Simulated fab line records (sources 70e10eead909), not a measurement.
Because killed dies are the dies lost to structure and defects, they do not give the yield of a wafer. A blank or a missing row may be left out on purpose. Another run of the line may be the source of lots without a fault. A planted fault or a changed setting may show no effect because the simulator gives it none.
fab line records	flow nandHarc	part 2 of 2: steps 5 to 6 of 6
record: lots: 22	wafers: 66	lastDay: 24
route steps=1159 shown A_CHANNEL_HOLE_D1@474 A_STAIRCASE@555
lots that met no fault: from a run of the same line without faults
startH: start of the lot's first displayed wafer, in hours after the record's first day	waitH: hours elapsed since this lot's preceding step	" as in the row above	L1.1+2: several wafers, shown together as one row	- either no value or no given start	* or withheld: withheld	< > ~ a bound
route shown NAME@n: NAME is a module with steps in the file, n the number in the route of the first one	usual: mean/standard deviation taken from wafers without a fault	same: alike in all rows	chamber/n: place in a boat	sites: per-site readings	_std_site: how widely they spread, as a standard deviation	_edge_site: mean of outer sites minus mean of inner sites	radiusMm: for every site, how far away it sits from the centre of the wafer	mask NAME#n: copy n	behind: the most recent tool/chamber to have shaped the wafer	hold: cause of the lot's hold/its duration in hours/its outcome	device: transistor that didn't switch, given as n, p or np	end of line: tests run on the same wafers once the route is complete	a step with no rows: only its recipe	killed: dies lost to structure and defects at the first sort, not the wafer's yield	map: dies across one wafer; x = killed, . = not, _ = none there
set.NAME: the setting the step ran with; set.NAME@STEP: the setting that earlier step ran with	model.NAME: the simulator's own value behind a step, which no gauge read
steps of the route over a sample of lots; a table a step, a row a wafer
services: from which hour (startH, from the record's first day; less than 0 if before it) a tool's chamber was out of use, for how many hours, and why
== steps ==
step: NHARC_A_STAIRCASE_DESCUM_186
recipe: timeS: 3	o2FlowSccm: 200	arFlowSccm: 0	biasPowerW: 0	chemistry: O2
usual: drypumpMotorCurrentA: 5.9/0.54	oesProductAu: 1.005/0.009	rfVppV: 57.7/0.86	showerheadPlenumPTorr: 1.91/0.064	throttleValvePct: 11.312/0.0095
lot.wafer	tool	chamber	startH	waitH	drypumpMotorCurrentA	oesProductAu	rfHoursCounterH	rfVppV	showerheadPlenumPTorr	throttleValvePct
L074.4	rieDiel-09	0	247.98	-	4.8	1.003	59	57.4	1.91	11.334
L074.1	"	1	"	"	5.7	0.999	57	57.5	1.95	11.307
L074.2	"	2	"	"	6.2	1.010	54	58.8	1.96	11.320
L075.4	rieDiel-09	1	251.63	-	5.7	0.981	59	59.1	1.95	11.309
L075.1	"	3	"	"	6.4	0.988	58	58.4	1.95	11.298
L075.6	"	1	"	"	5.7	0.999	-	58.2	1.95	11.303
L077.4	rieDiel-07	0	254.91	-	6.6	1.006	6	57.1	1.84	11.308
L077.5	"	3	"	"	6.4	1.011	-	58.6	1.96	11.299
L077.6	"	0	"	"	6.5	1.014	-	58.4	1.84	11.292
L076.4	rieDiel-07	2	259.98	-	5.7	1.002	10	56.7	2.00	11.328
L076.1	"	3	"	"	6.4	1.015	10	57.5	1.96	11.304
L076.6	"	0	"	"	6.6	1.006	-	57.9	1.84	11.316
L079.3	rieDiel-09	0	264.39	-	4.8	1.005	0	57.2	1.91	11.312
L079.4	"	2	"	"	6.2	1.002	0	57.7	1.96	11.307
L079.5	"	0	"	"	4.8	1.007	-	57.6	1.91	11.320
L078.4	rieDiel-06	3	264.87	-	6.1	1.000	7	56.8	1.94	11.311
L078.2	"	2	"	"	5.0	1.009	8	58.7	1.96	11.310
L078.6	"	0	"	"	5.6	1.000	-	56.0	1.78	11.314
L081.1	rieDiel-07	0	280.49	-	6.6	1.013	20	58.9	1.83	11.320
L081.4	"	1	"	"	5.7	1.018	20	57.0	1.80	11.304
L081.5	"	0	"	"	6.5	1.014	-	56.6	1.84	11.325
L083.3	rieDiel-09	3	280.90	-	6.3	0.993	9	58.1	1.95	11.315
L083.4	"	2	"	"	6.2	1.010	8	56.9	1.96	11.315
L083.5	"	0	"	"	4.8	0.995	-	56.6	1.90	11.323
L082.1	rieDiel-09	3	288.30	-	6.3	0.997	12	58.4	1.95	11.308
L082.5	"	0	"	"	4.8	0.994	-	57.8	1.90	11.290
L082.6	"	1	"	"	5.8	1.003	-	58.1	1.95	11.303
L085.2	rieDiel-07	1	300.21	-	5.8	1.035	26	56.5	1.80	11.314
L085.4	"	2	"	"	5.8	1.002	24	57.3	2.00	11.301
L085.6	"	2	"	"	5.8	1.005	-	57.6	2.00	11.315
L084.1	rieDiel-09	0	300.62	-	4.8	1.007	16	56.8	1.90	11.335
L084.4	"	2	"	"	6.2	1.009	11	57.8	1.95	11.333
L084.5	"	0	"	"	4.8	0.988	-	58.1	1.90	11.321
L086.2	rieDiel-06	1	314.02	-	6.0	1.008	26	55.9	1.85	11.310
L086.6	"	3	"	"	6.1	1.012	-	59.2	1.94	11.322
L086.5	"	0	"	"	5.6	0.997	-	58.3	1.78	11.315
L087.2	rieDiel-09	2	314.17	-	6.2	1.004	16	58.8	1.95	11.314
L087.6	"	1	"	"	5.8	0.999	-	57.5	1.94	11.297
L087.5	"	2	"	"	6.2	1.009	-	58.3	1.95	11.315
L089.1	rieDiel-09	0	335.41	-	4.8	1.006	28	58.7	1.90	11.302
L089.4	"	2	"	"	6.2	1.016	22	56.6	1.95	11.298
L089.5	"	3	"	"	6.4	0.997	-	58.7	1.94	11.315
L090.2	rieDiel-07	2	337.00	-	5.8	0.998	38	59.5	1.99	11.325
L090.1	"	1	"	"	5.8	1.017	41	57.7	1.79	11.302
L090.5	"	3	"	"	6.4	1.009	-	58.3	1.95	11.303
L088.2	rieDiel-07	1	343.13	-	5.8	1.007	42	57.9	1.79	11.294
L088.4	"	3	"	"	6.3	0.993	-	57.2	1.95	11.320
L088.5	"	1	"	"	5.8	1.011	-	56.8	1.79	11.307
L091.4	rieDiel-09	3	346.73	-	6.3	1.009	30	57.9	1.94	11.318
L091.3	"	0	"	"	4.8	1.005	32	58.5	1.90	11.317
L091.5	"	2	"	"	6.2	1.000	-	57.5	1.95	11.304
L093.3	rieDiel-07	0	348.07	-	6.5	1.019	44	56.1	1.83	11.291
L093.5	"	3	"	"	6.4	1.010	-	58.4	1.95	11.300
L093.6	"	0	"	"	6.6	1.014	-	58.2	1.83	11.314
L092.3	rieDiel-07	1	352.12	-	5.7	1.009	47	56.3	1.79	11.321
L092.6	"	1	"	"	5.7	1.002	-	56.5	1.79	11.300
L092.4	"	3	"	"	6.4	1.006	-	59.4	1.95	11.320
L095.3	rieDiel-06	1	357.96	-	6.0	0.987	43	56.6	1.85	11.304
L095.4	"	3	"	"	6.1	0.994	-	58.2	1.93	11.305
L095.6	"	2	"	"	5.0	1.005	-	57.1	1.95	11.303
L096.3	rieDiel-07	2	365.00	-	5.8	1.019	42	58.9	1.99	11.306
L096.4	"	1	"	"	5.7	1.007	53	56.7	1.79	11.313
L096.5	"	2	"	"	5.8	1.001	-	58.4	1.99	11.315
L097.3	rieDiel-07	3	381.93	-	6.4	1.013	55	57.7	1.94	11.325
L097.5	"	0	"	"	6.5	1.015	-	57.8	1.82	11.317
L097.6	"	1	"	"	5.8	1.005	-	58.4	1.79	11.313
step: NHARC_A_STAIRCASE_TRIM_187
recipe: timeS: 211.2	o2FlowSccm: 500	arFlowSccm: 0	biasW: 0	chemistry: O2
usual: drypumpMotorCurrentA: 5.9/0.55	oesProductAu: 1.003/0.0084	rfVppV: 57.7/0.85	showerheadPlenumPTorr: 3.52/0.11	throttleValvePct: 17.036/0.0088
lot.wafer	tool	chamber	startH	waitH	drypumpMotorCurrentA	oesProductAu	rfHoursCounterH	rfVppV	showerheadPlenumPTorr	throttleValvePct
L074.2	rieDiel-09	3	248.07	0.1	6.3	0.991	56	58.0	3.59	17.043
L074.1	"	0	"	"	4.8	0.998	59	57.9	3.52	17.036
L074.4	"	2	"	"	6.2	1.003	54	57.3	3.61	17.038
L075.1	rieDiel-09	2	251.72	0.1	6.2	1.022	56	57.7	3.60	17.049
L075.4	"	0	"	"	4.9	1.007	61	56.9	3.52	17.038
L075.6	"	2	"	"	6.2	1.010	-	56.6	3.60	17.056
L077.4	rieDiel-07	1	255.03	0.1	5.8	1.010	7	57.0	3.34	17.040
L077.6	"	2	"	"	5.7	1.005	-	57.1	3.68	17.045
L077.5	"	3	"	"	6.4	1.001	-	57.9	3.60	17.037
L076.4	rieDiel-07	0	260.15	0.2	6.6	1.003	9	57.3	3.40	17.041
L076.1	"	2	"	"	5.7	1.005	10	57.8	3.68	17.028
L076.6	"	0	"	"	6.6	0.998	-	57.8	3.40	17.041
L079.4	rieDiel-09	1	264.47	0.1	5.8	0.994	0	59.6	3.59	17.041
L079.3	"	0	"	"	4.8	0.993	0	56.8	3.52	17.027
L079.5	"	1	"	"	5.8	0.988	-	58.8	3.59	17.034
L078.4	rieDiel-06	3	264.97	0.1	6.1	0.997	8	57.3	3.58	17.032
L078.2	"	0	"	"	5.7	1.002	7	56.3	3.30	17.047
L078.6	"	3	"	"	6.1	1.001	-	58.6	3.58	17.019
L081.1	rieDiel-07	0	280.75	0.3	6.6	1.017	20	57.2	3.39	17.047
L081.4	"	2	"	"	5.8	1.001	19	57.8	3.67	17.029
L081.5	"	3	"	"	6.4	1.008	-	58.0	3.60	17.049
L083.4	rieDiel-09	1	281.00	0.1	5.8	1.002	8	58.2	3.59	17.053
L083.3	"	2	"	"	6.2	0.997	8	57.6	3.60	17.040
L083.5	"	1	"	"	5.8	0.999	-	57.0	3.59	17.045
L082.1	rieDiel-09	3	288.42	0.1	6.4	0.982	12	57.4	3.58	17.041
L082.5	"	3	"	"	6.4	0.995	-	58.2	3.58	17.033
L082.6	"	0	"	"	4.8	0.998	-	56.0	3.51	17.041
L085.2	rieDiel-07	0	300.31	0.1	6.6	1.005	25	57.1	3.39	17.039
L085.4	"	1	"	"	5.8	1.027	26	55.7	3.33	17.021
L085.6	"	0	"	"	6.6	0.999	-	57.0	3.39	17.036
L084.1	rieDiel-09	0	300.71	0.1	4.8	1.001	16	57.4	3.51	17.050
L084.4	"	2	"	"	6.3	1.002	11	58.1	3.60	17.040
L084.5	"	3	"	"	6.4	1.008	-	59.3	3.58	17.043
L086.2	rieDiel-06	0	314.10	0.1	5.6	1.017	26	57.5	3.29	17.027
L086.6	"	3	"	"	6.1	0.996	-	56.2	3.57	17.044
L086.5	"	0	"	"	5.7	0.997	-	56.5	3.29	17.044
L087.2	rieDiel-09	0	314.40	0.2	4.8	1.002	22	57.0	3.51	17.044
L087.6	"	3	"	"	6.4	1.000	-	58.7	3.58	17.025
L087.5	"	0	"	"	4.8	1.002	-	58.8	3.51	17.040
L089.4	rieDiel-09	2	335.56	0.1	6.2	1.005	22	59.1	3.59	17.026
L089.1	"	0	"	"	4.8	1.013	28	57.7	3.50	17.021
L089.5	"	2	"	"	6.2	1.001	-	57.2	3.59	17.039
L090.2	rieDiel-07	0	337.10	0.1	6.6	0.994	40	57.0	3.38	17.031
L090.1	"	2	"	"	5.7	0.995	38	58.4	3.66	17.036
L090.5	"	3	"	"	6.4	0.997	-	57.6	3.59	17.028
L088.2	rieDiel-07	1	343.21	0.1	5.8	1.017	43	57.0	3.32	17.042
L088.4	"	1	"	"	5.8	1.014	-	57.8	3.32	17.026
L088.5	"	3	"	"	6.4	1.020	-	58.4	3.59	17.027
L091.3	rieDiel-09	2	346.83	0.1	6.2	0.996	26	57.3	3.59	17.025
L091.4	"	3	"	"	6.4	1.000	30	57.5	3.57	17.036
L091.5	"	0	"	"	4.8	1.009	-	56.7	3.50	17.029
L093.3	rieDiel-07	1	348.19	0.1	5.8	1.015	45	58.2	3.32	17.037
L093.6	"	0	"	"	6.5	1.007	-	58.9	3.38	17.036
L093.5	"	1	"	"	5.8	1.009	-	57.6	3.32	17.033
L092.3	rieDiel-07	3	352.25	0.1	6.4	1.001	43	58.0	3.58	17.044
L092.4	"	1	"	"	5.8	1.013	-	57.5	3.32	17.034
L092.6	"	3	"	"	6.4	1.006	-	58.1	3.58	17.047
L095.3	rieDiel-06	1	358.37	0.4	6.0	1.002	44	58.6	3.41	17.030
L095.4	"	1	"	"	6.1	1.009	-	57.5	3.41	17.027
L095.6	"	3	"	"	6.1	1.018	-	58.7	3.56	17.040
L096.4	rieDiel-07	0	365.11	0.1	6.5	1.011	52	56.3	3.38	17.021
L096.3	"	1	"	"	5.7	1.006	53	58.0	3.32	17.034
L096.5	"	3	"	"	6.4	1.003	-	58.6	3.58	17.038
L097.3	rieDiel-07	3	382.09	0.1	6.4	0.998	55	57.5	3.58	17.038
L097.6	"	0	"	"	6.6	1.013	-	57.8	3.38	17.036
L097.5	"	1	"	"	5.8	1.011	-	56.3	3.31	17.032
== services ==
tool	chamber	startH	hours	kind
rieDiel-07	0	159.92	-	clean
rieDiel-07	1	159.92	-	clean
rieDiel-07	2	159.92	-	clean
rieDiel-07	3	159.92	-	clean
rieDiel-06	3	166.94	16.7	repair
rieDiel-07	-	170.46	0.8	repair
rieDiel-09	-	214.98	1.6	repair
rieDiel-07	-	228.36	9.0	pm
rieDiel-09	-	240.67	0.8	repair
rieDiel-06	-	242.47	9.0	pm
rieDiel-09	-	254.11	9.0	pm
rieDiel-06	-	275.48	0.3	repair
rieDiel-09	1	282.27	4.0	repair
rieDiel-09	2	285.48	8.2	repair
rieDiel-06	3	291.21	21.8	repair
harEtch-01	-	305.00	17.0	pm
rieDiel-07	1	310.76	2.2	repair
rieDiel-06	3	326.38	3.6	repair
rieDiel-06	0	328.72	43.8	repair
rieDiel-07	2	340.48	15.5	repair
rieDiel-09	3	360.57	16.6	repair
rieDiel-07	0	369.47	11.3	repair
rieDiel-07	-	372.31	0.6	repair
rieDiel-06	2	374.46	8.7	repair
